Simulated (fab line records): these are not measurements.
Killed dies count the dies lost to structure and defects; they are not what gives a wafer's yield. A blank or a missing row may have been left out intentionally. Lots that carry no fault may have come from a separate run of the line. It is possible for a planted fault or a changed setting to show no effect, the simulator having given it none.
Comparing a struck lot with a sound one -- flow nand_harc -- 17 steps out of a route of 1302
Sound: these wafers, L245.2, L245.4, L245.6. Struck: wafers L262.5, L262.6. (L262.3 of the same lot was not struck and is left out.) The cause comes at the end.
Order at every step that has rows: each side's tool, ch and its chambers, its first start. Under that, the readings that differ: sound wafers -- struck wafers -- difference of the means -- sigmas: that difference in standard deviations of wafers without a fault.
alike: readings whose means differ by less than 2 such deviations, and words and numbers that are the same on both sides. not compared: withheld readings, readings that some wafer has no value for, bounds like >300 that may hide the same value, and numbers for which the record gives no deviation and whose values overlap.
Wherever a step has rows on one side only, a row that says differs or no value, or a row with sigmas, the two part there. When numbers do not overlap yet have no deviation, they are printed without sigmas and do not part them. A reading that every wafer of one side lacks parts them only if that side has two wafers or more.

NHARC_A_M1_INSPECT_11:
  struck on defect_inspect-02, day 30 03:40; sound on defect_inspect-02, day 23 01:09
  alike: raw_defect_count
NHARC_A_M1_DESCUM_14: chemistry O2, time 3 s.
  sound on rie_diel-02 ch 0,2,3, day 23 01:13; struck on rie_diel-02 ch 1,2, day 30 03:44
  alike: drypump_motor_current_A, oes_product_au, rf_vpp_V, showerhead_plenum_p_Torr, throttle_valve_pct
  not compared: rf_hours_counter_h
then, 1 step without rows for these wafers: NHARC_A_M1_ETCH_35 (etches the open film in N2/H2, target depth 40 nm, overetch 12 nm, time 43.94 s).
NHARC_A_M1_ETCH_15: etches the open film in C4F8/Ar, target depth 182.5 nm, time 91.2 s.
  sound on rie_diel-02 ch 1,2; struck on rie_diel-02 ch 2,3
  alike: oes_product_au, rf_vpp_V
  not compared: rf_hours_counter_h
NHARC_A_M1_CD_MEAS_16:
  struck on cd_sem-02, day 30 04:02; sound on cd_sem-01, day 23 01:31
reading,sound,struck,difference,sigmas
cd_nm (nm),119.1 120.4 119.5,120.5 121.3,+1.2,+2
then, 1 step without rows for these wafers: NHARC_A_M1_STRIP_18 (strips in N2/H2).
NHARC_A_M1_ETCH_28: etches the open film in CF4/N2, target depth 30 nm, time 72.99 s.
  sound on rie_diel-07 ch 1,3; struck on rie_diel-07 ch 0,3
  alike: cf4_flow_sccm, drypump_motor_current_A, oes_product_au, rf_vpp_V, showerhead_plenum_p_Torr, throttle_valve_pct
  not compared: rf_hours_counter_h
then, 1 step without rows for these wafers: NHARC_A_M1_STRIP_19 (strips in post etch residue remover, time 600 s).
NHARC_A_M1_DEGAS_29: time 60 s.
  struck on pvd_sputter-01, day 30 04:45; sound on pvd_sputter-02, day 23 02:14
  alike: heater_power_w
then, 3 steps without rows for these wafers: NHARC_A_M1_PRE_CLEAN_30 (time 30 s); NHARC_A_M1_PVD_20 (deposits TaN, target thk 5 nm, time 8.06 s); NHARC_A_M1_PVD_21 (deposits Cu, target thk 30 nm, time 20.49 s).
NHARC_A_M1_ECD_22: material Cu, target thk 400 nm.
  sound on ecd_cu-01 ch 0, day 23 02:38; struck on ecd_cu-01 ch 0,1, day 30 05:12
NHARC_A_M1_ANNEAL_31: time 90 s.
  sound on rtp_anneal-02 ch 0, day 23 03:01; struck on rtp_anneal-02 ch 0, day 30 05:35
  alike: anneal_temp_c_max, wafer_temp_C_max
NHARC_A_M1_CMP_23: polishes, t overpolish 20 s, target thk 154.34 nm.
  sound on cmp-02 ch 1,2,3, day 23 03:22; struck on cmp-01 ch 0,1, day 30 05:51
reading,sound,struck,difference,sigmas
time_to_endpoint_s (s),32.0 26.7 29.5,35.4 37.5,+7.1,+3
  alike: motor_current_A
NHARC_A_M1_THK_MEAS_24: measures by xrf.
  struck on film_metro-02, day 30 06:08; sound on film_metro-02, day 23 03:37
  alike: thk_nm
NHARC_END_SORT_01:
  sound on prober-01 ch 0, day 24 14:25; struck on prober-01 ch 0, day 32 01:23
reading,sound,struck,difference,sigmas
sort_rim_yield_pct (%),94 98 97,88 88,-8,-2
  alike: defect_limited_yield, killed_at_array, killed_at_other, killed_at_periphery, killed_dies, killed_open, killed_short, sort_bin_2_pct, sort_bin_3_pct, sort_bin_4_pct, sort_n_pass, sort_yield_pct

## WHERE THEY PART
First at NHARC_A_M1_CD_MEAS_16; last, within this record, at NHARC_END_SORT_01.

WHY: what the simulator had put in
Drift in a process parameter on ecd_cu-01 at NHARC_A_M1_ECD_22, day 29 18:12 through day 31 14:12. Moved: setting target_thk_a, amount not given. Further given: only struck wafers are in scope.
